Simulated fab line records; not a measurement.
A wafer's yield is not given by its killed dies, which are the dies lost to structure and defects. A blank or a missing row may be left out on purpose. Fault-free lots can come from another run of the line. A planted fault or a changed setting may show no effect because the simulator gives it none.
Comparing a struck lot with a sound one -- flow n5Finfet -- 37 steps out of a route of 1938
Sound: the wafers L176.1, L176.3, L176.6. Wafers L190.2, L190.4 were the ones struck. At the end, the cause is stated.
Order at every step that has rows: each side's tool, ch and its chambers, its first start. Under that, the readings that differ: sound wafers -- struck wafers -- difference of the means -- sigmas: that difference in standard deviations of wafers without a fault.
alike: same words and numbers on both sides, and readings whose means sit less than 2 such deviations apart. not compared: any withheld reading, any reading some wafer has no value for, any bound like >300 that may hide the same value, and any number with overlapping values for which the record gives no deviation.
Wherever a step has rows on one side only, a row that says differs or no value, or a row with sigmas, the two part there. Non-overlapping numbers with no deviation appear without sigmas and do not part them. Lack of a reading on every wafer of one side parts them only where that side has two or more wafers.

first, 9 steps without rows for these wafers: N5_HKMG_FIN_SOFTBAKE_44 (time 60 s); N5_HKMG_FIN_EXPOSE_46 (exposes mask NDIPOLE); N5_HKMG_FIN_PEB_47 (peb time 60 s); N5_HKMG_FIN_DEVELOP_48 (develop time 30 s); N5_HKMG_FIN_DESCUM_53 (chemistry O2, time 7.9 s); N5_HKMG_FIN_ETCH_54 (etches SiARC in CF4, target depth 45.5 nm, time 75.8 s); N5_HKMG_FIN_ETCH_55 (etches SOC in N2/H2, target depth 240 nm, time 300 s); N5_HKMG_FIN_STRIP_56 (strips in N2/H2); N5_HKMG_FIN_STRIP_57 (strips in CF4).
N5_HKMG_FIN_ETCH_58: etches SOC in N2/H2, target depth 215.8 nm, time 741 s.
  sound on rieDiel-05 ch 2,3, day 4 07:36; struck on rieDiel-05 ch 2,3, day 7 17:54
reading,sound,struck,difference,sigmas
biasW (W),12.98 12.96 12.99,- -,no value on the struck wafers,
runLengthS (s),764.2 764.0 763.9,612.1 611.0,-152.5,-99 or more
model.SOC_of_HKMG_FIN_COAT_41.thkNm (nm),84.4 85.2 84.6,129.4 132.2,+46.1,
model.HKMG_FIN.featureDepthNm (nm),216.6 216.2 215.6,171.4 169.8,-45.5,
model.etch.depthNm (nm),216.5 216.2 215.6,171.5 169.8,-45.4,
  alike: drypumpMotorCurrentA, oesProductAu, rfVppV, showerheadPlenumPTorr, throttleValvePct
  not compared: rfHoursCounterH
N5_HKMG_FIN_STRIP_93: strips SOC in N2/H2, time 20 s.
  sound on rieDiel-05 ch 2,3, day 4 08:01; struck on rieDiel-05 ch 2,3, day 7 18:19
reading,sound,struck,difference,sigmas
model.SOC_of_HKMG_FIN_COAT_41.thkNm (nm),74.2 75.2 74.4,119.2 122,+46.0,
  alike: drypumpMotorCurrentA, oesProductAu, rfVppV, showerheadPlenumPTorr, throttleValvePct
  not compared: rfHoursCounterH
then, 24 steps without rows for these wafers: N5_HKMG_FIN_WET_ETCH_76 (etches Al2O3 in dNH4OH, stops on La2O3, target depth 2.25 nm, rinse time 30 s); N5_HKMG_FIN_STRIP_60 (strips in N2/H2, time 360 s); N5_HKMG_FIN_WET_ETCH_77 (etches La2O3 in dHCl, stops on HfO2, target depth 2 nm); N5_HKMG_FIN_WET_ETCH_78 (etches Al2O3 in dNH4OH, stops on La2O3, target depth 4.5 nm, rinse time 30 s); N5_HKMG_FIN_ALD_79 (deposits TiN, target thk 1.5 nm, pulse time 1 s, purge time 3 s); N5_HKMG_FIN_CVD_62 (deposits a-Si from Si2H6, target thk 3 nm, time 20.8 s); N5_HKMG_FIN_RTA_80 (time 2 s); N5_HKMG_FIN_PRECLEAN_64 (cleans in dHF, time 30 s); N5_HKMG_FIN_WET_ETCH_65 (etches a-Si in TMAH, stops on TiN, time 49 s, target depth 3 nm); N5_HKMG_FIN_WET_ETCH_81 (etches TiN in SC1, stops on HfO2, time 57 s, target depth 6 nm); N5_HKMG_FIN_WET_ETCH_82 (etches La2O3 in dHCl, stops on HfO2, target depth 2 nm, rinse time 30 s); N5_HKMG_FIN_ALD_36 (deposits TiN, target thk 1 nm, pulse time 1 s, purge time 3 s); N5_HKMG_FIN_PWFM_ALD_03 (deposits TiN, target thk 2 nm, pulse time 1 s, purge time 3 s); N5_HKMG_FIN_COAT_29 (time 60 s, resist thk 300 nm); N5_HKMG_FIN_COAT_30 (time 60 s, resist thk 35 nm); N5_HKMG_FIN_COAT_06 (resist thk 90 nm); N5_HKMG_FIN_EBR_08; N5_HKMG_FIN_SOFTBAKE_07 (time 60 s); N5_HKMG_FIN_EXPOSE_09 (exposes mask NWFM); N5_HKMG_FIN_PEB_10 (peb time 60 s); N5_HKMG_FIN_DEVELOP_11 (develop time 30 s); N5_HKMG_FIN_DESCUM_17 (chemistry O2, time 7.9 s); N5_HKMG_FIN_ETCH_31 (etches SiARC in CF4, target depth 45.5 nm, time 75.8 s); N5_HKMG_FIN_ETCH_32 (etches SOC in N2/H2, target depth 240 nm, time 300 s).
-- a jump in the record: the struck wafers' starts before and after are 5 days apart (it breaks off in module HKMG_FIN and resumes in module BEOL_M4, where the first step shown is number 1111 of the route) --
N5_BEOL_M4_RC_MEAS_101:
  sound on prober-02 ch 0, day 9 10:29; struck on prober-01 ch 0, day 12 19:38
reading,sound,struck,difference,sigmas
IOFF_N (nA/um),0.15 0.18 0.16,4.22 3.58,+3.74,+99 or more
IOFF_N_85C (nA/um),3.1 3.5 3.2,49.2 42.9,+42.8,+75
IOFF_N_LIN (nA/um),0.074 0.083 0.076,1.912 1.659,+1.708,+99 or more
IOFF_N_LONG (nA/um),5.5e-05 5.45e-05 5.53e-05,0.0009559 0.0010227,+0.0009344,+99 or more
SS_P (mV/dec),72.8 72.8 72.7,74.5 74.1,+1.5,+2
VT_N (mV),247 248 248,157 162,-88,-25
VT_N_LONG (mV),275.3 273.6 273.7,188.6 184.8,-87.5,-42
  alike: DIBL_N, DIBL_P, IOFF_P, ION_N, ION_P, SS_N, VT_P
-- a jump in the record: the struck wafers' starts before and after are 6 days apart (it breaks off in module BEOL_M4 and resumes in module PASSIVATION, where the first step shown is number 1936 of the route) --
N5_PASSIVATION_PROBE_49:
  sound: prober-02 at day 13 23:44; struck: prober-02 at day 18 10:11
reading,sound,struck,difference,sigmas
killed_at_M0_to_M3,47 51 58,26 22,-28,-3
killed_at_M4_up,24 12 18,8 6,-11,-2
killedAtOther,1 3 0,2 17,+8,+3
sort_bin_4_leakage (%),0 0 0,92.63 92.46,+92.54,+99 or more
sortNPass,1063 1066 1066,0 0,-1065,-63
sortYieldPct (%),90.1 90.3 90.3,0 0,-90,-64
  alike: defectLimitedYield, killedAtContacts, killedAtFrontEnd, killedDies, killedOpen, killedShort, sort_bin_5_function, sort_bin_6_memory

== WHERE THEY PART ==
At N5_HKMG_FIN_ETCH_58 first; at N5_PASSIVATION_PROBE_49 last (within this record only).

WHY: whatever the simulator had introduced
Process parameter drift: rieDiel-05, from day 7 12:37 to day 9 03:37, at N5_HKMG_FIN_ETCH_58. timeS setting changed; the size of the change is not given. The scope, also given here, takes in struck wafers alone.
